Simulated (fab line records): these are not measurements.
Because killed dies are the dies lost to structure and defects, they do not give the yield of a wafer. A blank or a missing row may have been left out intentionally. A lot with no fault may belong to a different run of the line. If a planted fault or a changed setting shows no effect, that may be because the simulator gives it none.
What tool caused it? | flow n5_finfet | Sampling: 24 lots, 72 wafers, 6 of 1938 route steps

## WHAT EACH GAUGE READ, for each wafer
N5_BEOL_M6_OVL_MEAS_29.
lot  | measured     | on         | V5_OVL (nm)
L074 | day 8 03:24  | overlay-01 | 1.2 1.4 0.6
L077 | day 8 20:40  | overlay-02 | 1.1 0.6 -0.1
L075 | day 9 10:50  | overlay-01 | -0.2 -0.4 -0.6
L078 | day 9 12:48  | overlay-02 | 0.0 0.2 0.0
L076 | day 9 18:32  | overlay-01 | 0.2 0.8 -0.6
L080 | day 10 04:33 | overlay-01 | 1.3 -0.2 0.5
L079 | day 10 07:30 | overlay-01 | -0.8 -0.2 -0.3
L081 | day 11 06:25 | overlay-01 | 0.4 0.1 1.1
L083 | day 11 09:32 | overlay-01 | 0.3 1.0 -0.3
L084 | day 11 09:43 | overlay-02 | 2.2 1.7 0.5
L085 | day 11 11:56 | overlay-02 | -0.4 0.0 0.2
L082 | day 11 11:41 | overlay-02 | 0.9 -0.3 -0.3
L086 | day 12 00:00 | overlay-02 | 0.5 1.0 1.3
L088 | day 12 08:27 | overlay-02 | -0.3 0.2 -1.5
L087 | day 12 08:37 | overlay-01 | 0.6 0.3 0.6
L089 | day 12 10:37 | overlay-01 | 0.3 0.7 0.8
L090 | day 12 20:41 | overlay-01 | 0.1 -0.5 0.0
L092 | day 13 13:21 | overlay-02 | 1.1 1.3 0.0
L091 | day 13 13:18 | overlay-01 | -0.3 0.0 -1.3
L093 | day 13 16:29 | overlay-01 | -0.6 -0.6 -0.3
L094 | day 13 16:35 | overlay-02 | 0.7 0.7 0.3
L095 | day 14 04:43 | overlay-01 | 0.7 0.3 1.8
L096 | day 14 06:13 | overlay-01 | -0.2 -0.1 0.0
L097 | day 14 14:17 | overlay-01 | 0.7 0.1 0.3

N5_BEOL_M7_THK_MEAS_01.
lot  | measured     | on            | M7_ILD_THK (nm)
L074 | day 8 07:37  | film_metro-01 | 153.3 156.9 157.6
L077 | day 9 00:24  | film_metro-02 | 152.5 154.0 156.7
L075 | day 9 14:27  | film_metro-01 | 154.7 159.7 160.5
L078 | day 9 17:50  | film_metro-01 | 152.7 153.1 154.1
L076 | day 9 23:47  | film_metro-02 | 156.5 154.6 159.0
L080 | day 10 08:56 | film_metro-02 | 153.9 153.5 156.3
L079 | day 10 10:55 | film_metro-02 | 152.2 154.3 154.5
L081 | day 11 11:40 | film_metro-02 | 151.8 154.7 154.2
L083 | day 11 13:32 | film_metro-02 | 152.2 155.1 156.1
L084 | day 11 14:46 | film_metro-01 | 153.3 150.4 154.7
L085 | day 11 16:51 | film_metro-02 | 154.5 157.7 159.3
L082 | day 11 15:11 | film_metro-01 | 154.5 156.9 155.3
L086 | day 12 03:47 | film_metro-02 | 153.6 156.8 155.0
L088 | day 12 11:45 | film_metro-02 | 152.3 154.5 157.1
L087 | day 12 12:31 | film_metro-01 | 151.3 151.4 156.2
L089 | day 12 14:41 | film_metro-02 | 156.1 152.4 156.8
L090 | day 13 00:01 | film_metro-01 | 153.6 153.9 153.4
L092 | day 13 19:23 | film_metro-01 | 154.0 156.2 158.9
L091 | day 13 18:43 | film_metro-01 | 153.5 154.7 157.0
L093 | day 13 20:49 | film_metro-02 | 154.0 149.7 154.5
L094 | day 13 21:22 | film_metro-01 | 153.1 155.7 156.4
L095 | day 14 08:35 | film_metro-01 | 150.2 156.6 155.7
L096 | day 14 11:17 | film_metro-02 | 152.7 154.6 156.7
L097 | day 14 19:53 | film_metro-02 | 154.2 154.4 156.9

## TOOL THAT RAN EACH LOT (tool first, then ch and the chambers of the sampled wafers, then the start)
lot  | N5_BEOL_M5_SPUTTER_88        | N5_BEOL_M5_ANNEAL_89         | N5_BEOL_M6_CURE_74            | N5_BEOL_M6_CMP_52
L074 | pvd_sputter-03, day 7 22:17  | pvd_sputter-03, day 7 22:22  | uv_cure-01 ch 2, day 8 00:33  | cmp-02 ch 2,3, day 8 06:32
L077 | pvd_sputter-03, day 8 15:00  | pvd_sputter-03, day 8 15:05  | uv_cure-01 ch 0, day 8 17:17  | cmp-02 ch 0,1,3, day 8 23:22
L075 | pvd_sputter-01, day 9 05:54  | pvd_sputter-01, day 9 05:59  | uv_cure-01 ch 1, day 9 08:20  | cmp-01 ch 0,1,2, day 9 13:26
L078 | pvd_sputter-03, day 9 06:32  | pvd_sputter-03, day 9 06:37  | uv_cure-01 ch 2, day 9 09:18  | cmp-01 ch 0,1,2, day 9 16:49
L076 | pvd_sputter-03, day 9 11:49  | pvd_sputter-03, day 9 11:54  | uv_cure-01 ch 1, day 9 14:19  | cmp-01 ch 0,3, day 9 22:46
L080 | pvd_sputter-03, day 9 20:52  | pvd_sputter-03, day 9 20:56  | uv_cure-03 ch 0, day 9 23:08  | cmp-04 ch 1,2,3, day 10 07:23
L079 | pvd_sputter-03, day 10 01:27 | pvd_sputter-03, day 10 01:32 | uv_cure-01 ch 1, day 10 03:58 | cmp-01 ch 0,2,3, day 10 09:49
L081 | pvd_sputter-03, day 10 20:17 | pvd_sputter-03, day 10 20:22 | uv_cure-02 ch 2, day 10 22:40 | cmp-04 ch 1,2,3, day 11 10:12
L083 | pvd_sputter-02, day 11 01:01 | pvd_sputter-02, day 11 01:06 | uv_cure-02 ch 2, day 11 03:21 | cmp-01 ch 1,2,3, day 11 12:28
L084 | pvd_sputter-03, day 11 01:02 | pvd_sputter-03, day 11 01:07 | uv_cure-01 ch 2, day 11 03:21 | cmp-01 ch 1,2,3, day 11 13:42
L085 | pvd_sputter-01, day 11 05:40 | pvd_sputter-01, day 11 05:44 | uv_cure-03 ch 1, day 11 08:06 | cmp-02 ch 0,1,3, day 11 15:49
L082 | pvd_sputter-03, day 11 05:40 | pvd_sputter-03, day 11 05:45 | uv_cure-02 ch 1, day 11 08:15 | cmp-02 ch 1,2,3, day 11 14:12
L086 | pvd_sputter-03, day 11 16:50 | pvd_sputter-03, day 11 16:55 | uv_cure-03 ch 2, day 11 19:28 | cmp-04 ch 0,2, day 12 02:44
L088 | pvd_sputter-01, day 11 23:42 | pvd_sputter-01, day 11 23:47 | uv_cure-01 ch 1, day 12 02:13 | cmp-04 ch 1,2,3, day 12 10:46
L087 | pvd_sputter-03, day 12 00:26 | pvd_sputter-03, day 12 00:31 | uv_cure-01 ch 0, day 12 02:53 | cmp-01 ch 0,2,3, day 12 11:16
L089 | pvd_sputter-02, day 12 05:16 | pvd_sputter-02, day 12 05:20 | uv_cure-03 ch 1, day 12 07:34 | cmp-02 ch 1,2,3, day 12 13:37
L090 | pvd_sputter-01, day 12 14:10 | pvd_sputter-01, day 12 14:15 | uv_cure-03 ch 0, day 12 16:54 | cmp-01 ch 0,2,3, day 12 22:56
L092 | pvd_sputter-03, day 13 01:56 | pvd_sputter-03, day 13 02:01 | uv_cure-03 ch 2, day 13 04:40 | cmp-02 ch 1,3, day 13 18:21
L091 | pvd_sputter-01, day 13 05:17 | pvd_sputter-01, day 13 05:22 | uv_cure-03 ch 0, day 13 07:32 | cmp-01 ch 0,2, day 13 17:41
L093 | pvd_sputter-03, day 13 09:23 | pvd_sputter-03, day 13 09:28 | uv_cure-03 ch 1, day 13 11:39 | cmp-04 ch 0,1,2, day 13 19:47
L094 | pvd_sputter-02, day 13 09:28 | pvd_sputter-02, day 13 09:32 | uv_cure-02 ch 2, day 13 11:50 | cmp-02 ch 0,3, day 13 20:17
L095 | pvd_sputter-02, day 13 21:53 | pvd_sputter-02, day 13 21:58 | uv_cure-02 ch 0, day 14 00:55 | cmp-02 ch 2,3, day 14 07:29
L096 | pvd_sputter-01, day 14 01:48 | pvd_sputter-01, day 14 01:53 | uv_cure-01 ch 0, day 14 04:04 | cmp-01 ch 0,1,2, day 14 10:14
L097 | pvd_sputter-02, day 14 05:22 | pvd_sputter-02, day 14 05:26 | uv_cure-01 ch 2, day 14 07:38 | cmp-01 ch 1,2,3, day 14 16:56
- N5_BEOL_M5_SPUTTER_88: material Cu, target thk 15 nm, time 27.62 s.
- N5_BEOL_M5_ANNEAL_89: time 1800 s.
- N5_BEOL_M6_CURE_74: cures SiCOH lowk, time 240 s.
- N5_BEOL_M6_CMP_52: polishes, stops on SiCOH lowk, t overpolish 6.9 s, target thk 80 nm.

## AS READ BY THE TOOLS THEMSELVES (means over the sampled wafers that have a number; for cases with no such wafer, the mark the record gives instead)
N5_BEOL_M5_SPUTTER_88.
lot  | tool           | susceptor_temp_C (C) | throttle_valve_pct (%)
L074 | pvd_sputter-03 | -19.87               | 28.9
L077 | pvd_sputter-03 | -20.00               | 30.1
L075 | pvd_sputter-01 | -19.92               | 30.0
L078 | pvd_sputter-03 | -19.99               | 29.8
L076 | pvd_sputter-03 | -20.00               | 28.5
L080 | pvd_sputter-03 | -19.96               | 28.7
L079 | pvd_sputter-03 | -20.04               | 29.1
L081 | pvd_sputter-03 | -19.96               | 30.0
L083 | pvd_sputter-02 | -20.01               | 29.1
L084 | pvd_sputter-03 | -20.08               | 29.5
L085 | pvd_sputter-01 | -19.98               | 29.9
L082 | pvd_sputter-03 | -20.15               | 30.1
L086 | pvd_sputter-03 | -19.97               | 29.6
L088 | pvd_sputter-01 | -20.03               | 30.1
L087 | pvd_sputter-03 | -19.98               | 28.9
L089 | pvd_sputter-02 | -19.97               | 29.1
L090 | pvd_sputter-01 | -20.07               | 29.9
L092 | pvd_sputter-03 | -19.98               | 30.4
L091 | pvd_sputter-01 | -19.95               | 30.6
L093 | pvd_sputter-03 | -19.88               | 29.2
L094 | pvd_sputter-02 | -20.08               | 29.0
L095 | pvd_sputter-02 | -19.97               | 29.8
L096 | pvd_sputter-01 | -19.99               | 30.9
L097 | pvd_sputter-02 | -19.86               | 29.8

N5_BEOL_M5_ANNEAL_89.
lot  | tool           | heater_power_w (W) | susceptor_temp_C (C)
L074 | pvd_sputter-03 | 791                | 400.06
L077 | pvd_sputter-03 | 781                | 399.62
L075 | pvd_sputter-01 | 767                | 400.03
L078 | pvd_sputter-03 | 817                | 400.12
L076 | pvd_sputter-03 | 809                | 399.96
L080 | pvd_sputter-03 | 832                | 400.22
L079 | pvd_sputter-03 | 855                | 399.81
L081 | pvd_sputter-03 | 784                | 400.08
L083 | pvd_sputter-02 | 836                | 400.01
L084 | pvd_sputter-03 | 814                | 399.75
L085 | pvd_sputter-01 | 765                | 400.03
L082 | pvd_sputter-03 | 795                | 400.07
L086 | pvd_sputter-03 | 815                | 399.75
L088 | pvd_sputter-01 | 843                | 399.85
L087 | pvd_sputter-03 | 785                | 400.18
L089 | pvd_sputter-02 | 851                | 400.06
L090 | pvd_sputter-01 | 793                | 400.01
L092 | pvd_sputter-03 | 779                | 400.17
L091 | pvd_sputter-01 | 770                | 399.98
L093 | pvd_sputter-03 | 753                | 400.13
L094 | pvd_sputter-02 | 849                | 399.87
L095 | pvd_sputter-02 | 834                | 399.87
L096 | pvd_sputter-01 | 854                | 399.73
L097 | pvd_sputter-02 | 835                | 399.97

N5_BEOL_M6_CURE_74.
lot  | tool       | lamp_power_pct (%) | wafer_temp_C_max
L074 | uv_cure-01 | 52.33              | 386.7
L077 | uv_cure-01 | 52.33              | 385.9
L075 | uv_cure-01 | 52.32              | 386.4
L078 | uv_cure-01 | 52.34              | 386.6
L076 | uv_cure-01 | 52.32              | 385.8
L080 | uv_cure-03 | 52.33              | 386.0
L079 | uv_cure-01 | 52.32              | 385.9
L081 | uv_cure-02 | 52.39              | 386.8
L083 | uv_cure-02 | 52.30              | 386.4
L084 | uv_cure-01 | 52.35              | 386.4
L085 | uv_cure-03 | 52.31              | 387.2
L082 | uv_cure-02 | 52.34              | 387.5
L086 | uv_cure-03 | 52.37              | 387.2
L088 | uv_cure-01 | 52.30              | 386.2
L087 | uv_cure-01 | 52.30              | 386.1
L089 | uv_cure-03 | 52.32              | 387.1
L090 | uv_cure-03 | 52.29              | 386.4
L092 | uv_cure-03 | 52.29              | 387.2
L091 | uv_cure-03 | 52.33              | 386.0
L093 | uv_cure-03 | 52.32              | 387.3
L094 | uv_cure-02 | 52.39              | 386.8
L095 | uv_cure-02 | 52.34              | 386.7
L096 | uv_cure-01 | 52.32              | 386.4
L097 | uv_cure-01 | 52.31              | 386.6

N5_BEOL_M6_CMP_52.
lot  | tool   | barrier_field_endpoint_s (s) | motor_current_A (A) | overpolish_run_s (s) | retaining_ring_pressure_frac | time_to_endpoint_s (s)
L074 | cmp-02 | 29.3                         | 6.8                 | 6.900                | 1.000                        | 63.4
L077 | cmp-02 | 28.9                         | 6.3                 | 6.902                | 1.001                        | 62.0
L075 | cmp-01 | 29.7                         | 6.7                 | 6.900                | 1.004                        | 63.3
L078 | cmp-01 | 28.9                         | 6.7                 | 6.901                | 1.001                        | 59.0
L076 | cmp-01 | 29.0                         | 6.3                 | 6.905                | 0.998                        | 61.5
L080 | cmp-04 | 28.4                         | 6.3                 | 6.914                | 0.999                        | 60.5
L079 | cmp-01 | 28.6                         | 6.6                 | 6.899                | 1.001                        | 63.6
L081 | cmp-04 | 29.3                         | 6.2                 | 6.901                | 0.996                        | 65.3
L083 | cmp-01 | 29.0                         | 6.7                 | 6.900                | 0.999                        | 66.3
L084 | cmp-01 | 27.8                         | 6.6                 | 6.913                | 1.003                        | 63.5
L085 | cmp-02 | 28.2                         | 6.3                 | 6.903                | 0.997                        | 62.0
L082 | cmp-02 | 28.9                         | 6.0                 | 6.896                | 0.997                        | 65.3
L086 | cmp-04 | 29.1                         | 5.2                 | 6.901                | 1.001                        | 62.0
L088 | cmp-04 | 29.0                         | 6.1                 | 6.893                | 1.002                        | 64.4
L087 | cmp-01 | 28.2                         | 6.5                 | 6.897                | 0.994                        | 62.4
L089 | cmp-02 | 29.9                         | 6.3                 | 6.900                | 1.000                        | 64.9
L090 | cmp-01 | 28.1                         | 6.6                 | 6.908                | 1.000                        | 62.9
L092 | cmp-02 | 29.1                         | 6.8                 | 6.898                | 1.001                        | 61.4
L091 | cmp-01 | 28.6                         | 6.7                 | 6.899                | 0.997                        | 60.0
L093 | cmp-04 | 29.1                         | 6.0                 | 6.903                | 0.999                        | 64.6
L094 | cmp-02 | 28.7                         | 7.1                 | 6.901                | 0.996                        | 60.6
L095 | cmp-02 | 29.3                         | 6.2                 | 6.898                | 0.995                        | 64.0
L096 | cmp-01 | 29.1                         | 7.0                 | 6.900                | 1.002                        | 65.1
L097 | cmp-01 | 28.5                         | 6.5                 | 6.908                | 1.003                        | 62.2

## THE ANSWER, worked out from the rows above alone
Rule: what is usual is taken from the lots themselves. Put in order of their means at a reading, lots are off if they are a third of the lots or fewer, leave a main group of 4 or more, and stand apart from it by a gap of 3 or more times the standard deviation of the main group's means; of several such gaps the widest counts. The tables above print the reading to a certain number of digits; a main group whose means all agree to those digits is not used. Also off: a lot with no number at a reading for which 4 or more lots have one. All remaining lots with rows at the step are treated as sound. First the gauges in route order, then the tools' own readings, where a lot's mean is used as printed above. The first step at which some lot is off is used, and at that step the reading that is off furthest; a lot without a number counts as furthest.
Nothing can be told from this: no lot is off at any reading shown.

## WHAT THE SIMULATOR HAD INSERTED
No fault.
